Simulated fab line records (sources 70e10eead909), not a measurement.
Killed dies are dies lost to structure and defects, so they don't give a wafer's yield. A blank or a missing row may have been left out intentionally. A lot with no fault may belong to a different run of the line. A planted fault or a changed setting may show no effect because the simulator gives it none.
Which tool did it? -- flow nand harc -- Sampling: 6 lots, 18 wafers, 2 of 1159 route steps

== WHAT THE GAUGES READ, wafer by wafer ==
NHARC_A_CONTACT_CD_MEAS_08 targets a cd of 100 nm.
lot,measured,on,cd nm (nm)
L477,day 16 20:49,cd sem-02,99.8 99.1 100.1
L481,day 17 23:40,cd sem-02,99.0 99.7 100.4
L485,day 19 01:29,cd sem-02,99.4 100.0 100.2
L488,day 19 20:16,cd sem-02,99.7 99.6 100.4
L492,day 20 21:07,cd sem-01,99.8 99.1 99.3
L500,day 22 16:42,cd sem-01,101.2 100.4 100.6

== TOOL THAT RAN EACH LOT (tool first, then ch and the chambers of the sampled wafers, then the start) ==
lot,NHARC_A_CONTACT_STRIP_82
L477,"rie diel-03 ch 1,2,3, day 16 20:49 or earlier"
L481,"rie diel-04 ch 0,1,2, day 17 23:40 or earlier"
L485,"rie diel-03 ch 1,2,3, day 19 01:29 or earlier"
L488,"rie diel-01 ch 0,1,2, day 19 20:16 or earlier"
L492,"rie diel-01 ch 0,1,3, day 20 21:07 or earlier"
L500,"rie diel-01 ch 0,2, day 22 16:42 or earlier"
- NHARC_A_CONTACT_STRIP_82: strips in O2.

== THE ANSWER, worked out from the rows above alone ==
Rule: the lots themselves supply what counts as usual. Put in order of their means at a reading, lots are off if they are a third of the lots or fewer, leave a main group of 4 or more, and stand apart from it by a gap of 3 or more times the standard deviation of the main group's means; of several such gaps the widest counts. A main group whose means are all the same, to the digits that the tables above print for the reading, isn't used. Also off: a lot with no number at a reading for which 4 or more lots have one. All remaining lots with rows at the step are treated as sound.
Off: L500, at NHARC_A_CONTACT_CD_MEAS_08 (cd nm). The main group has a mean of 99.7 nm with a standard deviation of 0.18.
A tool fits if, at a process step before that reading, it ran every lot that is off, and no sound lot after the first of them. The gauges at NHARC_A_CONTACT_CD_MEAS_08 are tried like those tools. With no start given for some of its lots, NHARC_A_CONTACT_STRIP_82 uses the hours and lot order of NHARC_A_CONTACT_CD_MEAS_08. 2 tools fit, rie diel-01 at NHARC_A_CONTACT_STRIP_82 and cd sem-01 at NHARC_A_CONTACT_CD_MEAS_08, so this cannot tell which one it is.

== WHAT THE SIMULATOR HAD INSERTED ==
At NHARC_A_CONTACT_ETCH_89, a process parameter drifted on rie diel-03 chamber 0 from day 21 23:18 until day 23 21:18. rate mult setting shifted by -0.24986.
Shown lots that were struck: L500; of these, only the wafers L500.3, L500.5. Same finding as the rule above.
